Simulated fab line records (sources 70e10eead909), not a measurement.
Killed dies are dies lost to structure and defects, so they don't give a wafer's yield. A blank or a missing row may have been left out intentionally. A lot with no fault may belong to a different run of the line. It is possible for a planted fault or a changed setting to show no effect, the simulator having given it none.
Problem report, 8D (eight disciplines) form, completed by code    flow nandHarc    the parts of the form that need people (team, actions taken, sign-off) are left out

1. THE PROBLEM
NHARC_END_SORT_01, killedDies: mean 677 over 1 wafer from 1 lot; wafers with no fault: 30, standard deviation 10. That puts it +65 standard deviations away from the usual mean.
Earliest sighting: wafer L546.1 on prober-01 at day 23 01:55. The record holds 3 wafers of 1 lot with a number at this step. The rule behind "out" and "out of limits": a value lying over 4 standard deviations away from the usual mean. Any other wafer with a number is counted as sound.

2. WHAT THIS IS AND IS NOT
question                     is                         is not
which readings at this step  killedDies, killedAtArray  killedAtOther, killedAtPeriphery, killedOpen, killedShort
which lots                   L546                       -
which wafers of those lots   L546.1                     L546.3, L546.6
read on which gauges         prober-01                  -
when                         from day 23 01:55          up to then (0 sound wafers); but 2 sound wafers of L546 came after

3. SUSPECTS, AND WHAT RULES EACH OUT
Counting: if a tool at a process step up to the reading ran every lot that is out, it stays a suspect. Sound lots after the first of them don't rule it out here, since some wafers of a struck lot are sound.
- the gauge at NHARC_END_SORT_01 is ruled out. All the wafers that are out were read on prober-01, but those of them that NHARC_A_CONTACT_ETCH_88 has rows for are out there too, on other tools.
- rieDiel-10 at NHARC_A_CONTACT_ETCH_106 (etches the open film in CF4/O2, target depth 60 nm, overetch 6 nm, time 33 s): kept. It ran the lot that is out, L546 (day 20 08:02).
- rieDiel-12 at NHARC_A_CONTACT_ETCH_88 (etches the open film in CF4, target depth 39 nm, time 65 s): kept. It ran the lot that is out, L546 (day 20 10:51). On those wafers its own readings are out: runLengthS.
- rieDiel-12 at NHARC_A_CONTACT_ETCH_31 (etches the open film in O2/COS, target depth 2000 nm, time 520 s): kept. It ran the lot that is out, L546 (day 20 11:47). With no start given for some of its lots, NHARC_A_CONTACT_ETCH_31 uses the hours and lot order of NHARC_A_CONTACT_ETCH_134.
- harCapEtch-03 at NHARC_A_CONTACT_ETCH_134 (etches the open film in C4F8/O2/Ar, time 140 s, target depth 700 nm): kept. It ran the lot that is out, L546 (day 20 11:47).
- At NHARC_A_CONTACT_ETCH_106, inside rieDiel-10: chamber 3 took the wafers that are out, while their sound lot-mates went through chambers 1, 2.
- At NHARC_A_CONTACT_ETCH_88, inside rieDiel-12: chamber 0 took the wafers that are out, while their sound lot-mates went through chambers 1, 2.
Left after counting: rieDiel-10 at NHARC_A_CONTACT_ETCH_106, rieDiel-12 at NHARC_A_CONTACT_ETCH_88, rieDiel-12 at NHARC_A_CONTACT_ETCH_31, harCapEtch-03 at NHARC_A_CONTACT_ETCH_134.

4. THE CAUSE (what the simulator had put in)
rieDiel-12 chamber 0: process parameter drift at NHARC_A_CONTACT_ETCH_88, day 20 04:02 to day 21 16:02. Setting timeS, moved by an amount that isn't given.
Counting leaves 4 suspects; this tool is one of them.

5. THE CHAIN OF EFFECTS, in route order
Rows list readings where the struck wafers' mean (over those with a number) sits beyond 3 standard deviations from the usual. Only readings for which the record gives a usual standard deviation are gone through. hours: the time from each lot's start at the first step in this table that gives one to its start at this step, as a median over the lots. sigmas: the change in usual standard deviations.
hours  step                     reading        usual   on struck wafers  change  sigmas
0      NHARC_A_CONTACT_ETCH_88  runLengthS     86.4 s  64.6              -21.8   -44
63     NHARC_END_SORT_01        killedAtArray  27      671               +644    +64
63     NHARC_END_SORT_01        killedDies     30      677               +647    +65
Process steps it contains:
- NHARC_A_CONTACT_ETCH_88: etches the open film in CF4, target depth 39 nm, time 65 s.

6. WHAT WOULD HAVE CAUGHT IT SOONER
In this record the first reading out of limits at a measuring or inspecting step was taken at day 23 01:55, 70 hours after the fault began at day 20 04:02.
At NHARC_A_CONTACT_ETCH_88, the tool's own readings (runLengthS) were out on each struck wafer the step has a row for, so an alarm limit on them would have fired on the first such wafer.
By day 23 01:55 the whole set of lots that are out, 1 in number, had already begun NHARC_A_CONTACT_ETCH_88 on rieDiel-12. A hold on the tool at that time would have spared none of them.
